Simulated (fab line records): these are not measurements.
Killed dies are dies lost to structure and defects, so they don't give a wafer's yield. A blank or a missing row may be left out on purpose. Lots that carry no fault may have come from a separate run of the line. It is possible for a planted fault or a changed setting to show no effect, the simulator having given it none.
Matching of chambers    flow n5Finfet    rieSi-05 running N5_DUMMY_GATE_ETCH_44: 4 sister chambers
The step etches poly-Si in HBr/O2, stops on SiO2, target depth 127.5 nm. 4 wafers are shown with their chamber, then 10 later ones without.

## WAFERS PAIRED WITH THEIR CHAMBERS
wafer   chamber  throttleValvePct (%)
L087.3  0        18.33
L087.5  1        18.43
L093.2  2        18.74
L093.4  3        18.51

## WAFERS WITH NO CHAMBER GIVEN
wafer   throttleValvePct (%)
L093.6  18.31
L094.3  18.76
L094.5  18.33
L094.6  18.49
L095.1  18.41
L095.3  18.51
L095.6  18.50
L097.1  18.51
L097.3  18.76
L097.6  18.75

## CHAMBER TAKEN BY EACH
wafer   from the rows above  in truth
L093.6  0                    0
L094.3  2                    2
L094.5  0                    0
L094.6  3                    3
L095.1  1                    1
L095.3  3                    3
L095.6  3                    3
L097.1  3                    3
L097.3  2                    2
L097.6  2                    2
Correct placement for 10 of the 10. Left unplaced by these rows: 0. 0 placed wrongly.
How it was worked out, from the rows above alone: a wafer's distance from a chamber is the root of the sum, over the readings, of the square of ((its reading less the chamber's mean) divided by the reading's scatter). The wafer belongs to the nearest chamber; if the next one is less than 2 further off, it can't be placed. A chamber's mean is the mean of its shown wafers. The scatter: with one shown wafer a chamber, the root of the mean of the squares of how far each hidden wafer lies from its nearest shown one.
